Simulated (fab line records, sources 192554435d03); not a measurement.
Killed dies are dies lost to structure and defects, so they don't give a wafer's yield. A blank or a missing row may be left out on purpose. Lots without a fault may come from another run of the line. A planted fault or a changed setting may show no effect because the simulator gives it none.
A struck lot beside a sound one | flow n5_finfet | 16 steps out of a route of 1938
Sound: wafers L327.1, L327.2, L327.4. Struck: wafer L346.4. (L346.3 of the same lot was not struck and is left out.) The cause comes at the end.
At each step with rows: each side's tool, then ch and its chambers, then its first start. Under that, the readings that differ: sound wafers | struck wafers | difference of the means | sigmas: that difference in standard deviations of wafers without a fault.
alike: readings whose means differ by less than 2 such deviations, and words and numbers that are the same on both sides. not compared: withheld readings, readings that some wafer has no value for, bounds like >300 that may hide the same value, and numbers for which the record gives no deviation and whose values overlap.
The two part at a step that has a row with sigmas, a row that says differs or no value, or rows on one side only. Numbers that don't overlap but have no deviation are shown without sigmas and don't part them. A reading that every wafer of one side lacks parts them only if that side has two wafers or more.

first, 1 step without rows for these wafers: N5_BEOL_M1_SPUTTER_92 (material Cu, target thk 4.5 nm, time 8.29 s).
N5_BEOL_M1_ANNEAL_93: time 240 s.
  sound on pvd_sputter-03, day 7 15:58; struck on pvd_sputter-02, day 12 19:02
  alike: heater_power_w
then, 1 step without rows for these wafers: N5_BEOL_M1_SPUTTER_94 (material Cu, target thk 4.5 nm, time 8.29 s).
N5_BEOL_M1_ANNEAL_95: time 240 s.
  sound on pvd_sputter-03, day 7 16:11; struck on pvd_sputter-02, day 12 19:15
  alike: heater_power_w
N5_BEOL_M1_SPUTTER_96: material Cu, target thk 4.5 nm, time 8.29 s.
  sound on pvd_sputter-03, day 7 16:19; struck on pvd_sputter-02, day 12 19:23
  alike: chamber_pressure_pa, substrate_temp_c, throttle_valve_pct
then, 2 steps without rows for these wafers: N5_BEOL_M1_ECD_50 (material Cu, target thk 300 nm); N5_BEOL_M1_ANNEAL_51 (time 90 s).
N5_BEOL_M1_CMP_52: polishes, stops on SiOC, t overpolish 6.8 s, target thk 40 nm.
  sound on cmp-02 ch 1,2,3, day 7 16:49; struck on cmp-04 ch 0, day 12 19:58
  reading                      | sound          | struck | difference | sigmas
  barrier_field_endpoint_s (s) | 23.8 25.1 24.4 | 26.3   | +1.9       | +3
  alike: motor_current_A, overpolish_run_s, retaining_ring_pressure_frac, time_to_endpoint_s
N5_BEOL_M1_THK_MEAS_53: measures by xrf.
  sound on film_metro-01, day 7 17:06; struck on film_metro-01, day 12 20:11
  alike: M1_THK
N5_BEOL_M1_PRE_CLEAN_60: time 15 s.
  sound on cvd_co-01 ch 0,2, day 7 17:08; struck on cvd_co-01 ch 0, day 12 20:13
  alike: heater_power_w, rf_fwd_power_W
then, 2 steps without rows for these wafers: N5_BEOL_M1_CO_CAP_55 (material Co, precursor CCTBA/H2, target thk 2 nm, time 102.1 s); N5_BEOL_M1_PRE_CLEAN_56 (time 15 s).
N5_BEOL_M1_DEP_57: deposits SiCN from 3MS/NH3, target thk 8 nm, time 14 s.
  sound on pecvd-04 ch 0,1,2, day 7 17:18; struck on pecvd-02 ch 1, day 12 20:22
  reading                                  | sound   | struck | difference | sigmas
  model.SiCN_of_BEOL_M1_DEP_57.thk_nm (nm) | 7.8 8 8 | 4.2    | -3.7       |
  alike: showerhead_plenum_p_Torr, throttle_valve_pct
  not compared: rf_fwd_power_W
N5_BEOL_M1_RS_MEAS_58: measures by four-point-probe.
  sound on film_metro-01, day 7 17:22; struck on film_metro-02, day 12 20:26
  alike: M1_RS
-- the record jumps here: 2 days lie between the struck wafers' starts before and after (it left off in module BEOL_M1 and takes up again in module BEOL_M4, whose first step shown is number 1111 of the route) --
N5_BEOL_M4_RC_MEAS_101:
  sound on prober-01 ch 0, day 9 04:10; struck on prober-01 ch 0, day 15 03:55
  reading        | sound          | struck | difference | sigmas
  DIBL_N (mV/V)  | 33.1 33.7 32.3 | 36.3   | +3.3       | +2
  IOFF_P (nA/um) | 0.16 0.16 0.15 | 0.26   | +0.10      | +3
  ION_P (uA/um)  | 458 454 458    | 474    | +17        | +2
  VT_P (mV)      | -256 -256 -257 | -245   | +11        | +3
  alike: DIBL_P, IOFF_N, ION_N, SS_N, SS_P, VT_N
N5_PASSIVATION_PROBE_49:
  the record has rows for the sound wafers here (prober-02, day 14 13:34) and none for the struck ones

WHERE THEY PART
First at N5_BEOL_M1_CMP_52; last, within this record, at N5_PASSIVATION_PROBE_49.

WHY: what the simulator had put in
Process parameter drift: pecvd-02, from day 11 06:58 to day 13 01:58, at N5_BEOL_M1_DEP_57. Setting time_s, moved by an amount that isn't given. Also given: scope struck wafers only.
